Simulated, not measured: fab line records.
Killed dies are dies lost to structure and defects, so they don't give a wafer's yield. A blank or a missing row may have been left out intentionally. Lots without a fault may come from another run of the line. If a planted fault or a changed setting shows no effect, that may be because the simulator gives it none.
Which of the tools did it?    flow n5-finfet    Sampling: 14 lots, 42 wafers, 3 of 1938 route steps

WHAT THE GAUGES READ, wafer by wafer
The record holds no reading of a measuring or inspecting step that can be judged against a usual standard deviation.

TOOL THAT RAN EACH LOT (tool first, then ch and the chambers of the sampled wafers, then the start)
lot   N5_BEOL_M13_STRIP_37                  N5_PASSIVATION_PRE_CLEAN_19   N5_PASSIVATION_PROBE_49
L896  plasma-asher-01 ch 0,1, day 11 22:46  pvd-sputter-01, day 12 18:54  -
L897  plasma-asher-01 ch 1, day 12 06:14    pvd-sputter-03, day 13 06:47  -
L898  plasma-asher-01 ch 0,1, day 13 01:47  pvd-sputter-01, day 14 04:26  prober-01, day 14 10:36
L901  plasma-asher-01 ch 0,1, day 13 05:19  pvd-sputter-02, day 14 13:40  prober-02, day 14 19:38
L894  plasma-asher-02 ch 0,1, day 13 13:19  pvd-sputter-02, day 14 14:05  -
L904  plasma-asher-02 ch 0,1, day 13 22:59  pvd-sputter-03, day 14 19:17  -
L905  plasma-asher-01 ch 0,1, day 14 01:36  pvd-sputter-02, day 15 00:37  prober-01, day 15 06:27
L908  plasma-asher-01 ch 0, day 15 14:12    pvd-sputter-03, day 16 16:37  prober-01, day 16 22:21
L909  plasma-asher-02 ch 0,1, day 15 20:42  pvd-sputter-03, day 16 20:20  -
L911  plasma-asher-02 ch 0,1, day 16 06:34  pvd-sputter-02, day 17 04:31  prober-02, day 17 10:28
L910  plasma-asher-02 ch 0,1, day 16 07:26  pvd-sputter-01, day 17 07:49  prober-01, day 17 13:42
L912  plasma-asher-02 ch 0,1, day 16 10:20  pvd-sputter-03, day 17 08:44  prober-02, day 17 15:04
L915  plasma-asher-02 ch 0,1, day 17 12:14  pvd-sputter-03, day 18 14:44  prober-02, day 18 20:31
L917  plasma-asher-02 ch 0,1, day 17 16:51  pvd-sputter-03, day 18 18:57  -
- N5_BEOL_M13_STRIP_37: strips in N2/H2.
- N5_PASSIVATION_PRE_CLEAN_19
- N5_PASSIVATION_PROBE_49

WHAT THE TOOLS THEMSELVES READ (means of the sampled wafers that have a number; where no wafer has one, the mark that the record gives instead)
N5_BEOL_M13_STRIP_37. Usual: drypump-motor-current-A 5.8 A, standard deviation 0.44; heater-power-w 364 W, standard deviation 43; oes-product-au 0.785 a.u., standard deviation 0.011.
lot   tool             drypump-motor-current-A (A)  heater-power-w (W)  oes-product-au (a.u.)  flag
L896  plasma-asher-01  5.9                          326                 0.784                  
L897  plasma-asher-01  6.0                          342                 0.792                  
L898  plasma-asher-01  5.8                          309                 0.791                  
L901  plasma-asher-01  5.9                          324                 0.774                  
L894  plasma-asher-02  5.6                          394                 0.794                  
L904  plasma-asher-02  5.6                          393                 0.789                  
L905  plasma-asher-01  5.9                          326                 0.797                  
L908  plasma-asher-01  5.7                          293                 0.777                  
L909  plasma-asher-02  5.6                          391                 0.784                  
L911  plasma-asher-02  5.9                          395                 0.789                  
L910  plasma-asher-02  5.9                          407                 0.785                  
L912  plasma-asher-02  5.9                          396                 0.777                  
L915  plasma-asher-02  5.9                          400                 0.788                  
L917  plasma-asher-02  5.6                          400                 0.783                  

N5_PASSIVATION_PRE_CLEAN_19. Usual: heater-power-w 440 W, standard deviation 36.
lot   tool            heater-power-w (W)  flag
L896  pvd-sputter-01  458                 
L897  pvd-sputter-03  448                 
L898  pvd-sputter-01  462                 
L901  pvd-sputter-02  449                 
L894  pvd-sputter-02  445                 
L904  pvd-sputter-03  429                 
L905  pvd-sputter-02  442                 
L908  pvd-sputter-03  414                 
L909  pvd-sputter-03  435                 
L911  pvd-sputter-02  476                 
L910  pvd-sputter-01  448                 
L912  pvd-sputter-03  427                 
L915  pvd-sputter-03  425                 
L917  pvd-sputter-03  400                 

N5_PASSIVATION_PROBE_49. Usual: defect-limited-yield 91.7 %, standard deviation 1.5; killed_at_M0_to_M3 32, standard deviation 10; killed_at_M4_up 14, standard deviation 5.3; killed-at-contacts 13, standard deviation 5.7; killed-at-front-end 37, standard deviation 10; killed-at-other 3.3, standard deviation 2.5; killed-dies 98, standard deviation 18; killed-open 65, standard deviation 13; killed-short 31, standard deviation 7.5; sort_bin_5_function 4.9 %, standard deviation 0.91; sort_bin_6_memory 3.1 %, standard deviation 0.71; sort_bin_8_speed 0.00 %, standard deviation 0.017; sort-n-pass 1082, standard deviation 18; sort-yield-pct 91.7 %, standard deviation 1.5.
lot   tool       defect-limited-yield (%)  killed_at_M0_to_M3  killed_at_M4_up  killed-at-contacts  killed-at-front-end  killed-at-other  killed-dies  killed-open  killed-short  sort_bin_5_function (%)  sort_bin_6_memory (%)  sort_bin_8_speed (%)  sort-n-pass  sort-yield-pct (%)  flag
L898  prober-01  91.8                      35                  12               12                  37                   1.0              97           70           26            4.6                      3.5                    0.00                  1083         91.8                
L901  prober-02  90.2                      41                  18               13                  40                   4.0              116          77           38            5.8                      3.7                    0.00                  1064         90.2                
L905  prober-01  89.3                      31                  47               15                  28                   5.7              126          59           32            6.7                      3.2                    0.00                  1054         89.3                OFF
L908  prober-01  84.9                      20                  115              10                  29                   3.7              178          52           24            9.4                      4.2                    0.00                  1002         84.9                OFF
L911  prober-02  90.9                      37                  20               15                  29                   6.0              107          63           38            5.0                      3.7                    0.00                  1073         90.9                
L910  prober-01  89.7                      46                  8                12                  55                   1.0              122          88           32            6.1                      4.0                    0.00                  1058         89.7                
L912  prober-02  94.0                      31                  10               12                  17                   2.0              71           44           26            3.3                      2.5                    0.00                  1109         94.0                
L915  prober-02  90.4                      38                  16               10                  46                   4.0              113          80           32            5.4                      3.9                    0.00                  1067         90.4                

THE ANSWER, worked out from the rows above alone
Rule: a lot counts as off when the mean over its wafers that have a number is more than 3 standard deviations away from the usual mean. Also off: a lot with no number at a reading for which 4 or more lots have one. All remaining lots with rows at the step are treated as sound. Order of review: gauges by route order, followed by the tools' own readings, for which a lot's mean as printed above is used. The first step at which some lot is off is used, and at that step the reading that is off furthest; a lot without a number counts as furthest.
Off, at N5_PASSIVATION_PROBE_49 on killed_at_M4_up: L905, L908. Neither off nor sound, because the step has no rows for them: L896, L897, L894, L904, L909, L917.
A tool fits if, at that step or a process step before it, it ran every lot that is off, and no sound lot after the first of them. One fits: N5_BEOL_M13_STRIP_37 on plasma-asher-01. Its last sound lot is L901 (day 13 05:19), its first lot that is off L905 (day 14 01:36): a fault that began between those two fits.

WHAT THE SIMULATOR HAD PUT IN
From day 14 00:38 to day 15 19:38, plasma-asher-01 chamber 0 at N5_BEOL_M13_STRIP_37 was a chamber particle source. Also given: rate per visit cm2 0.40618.
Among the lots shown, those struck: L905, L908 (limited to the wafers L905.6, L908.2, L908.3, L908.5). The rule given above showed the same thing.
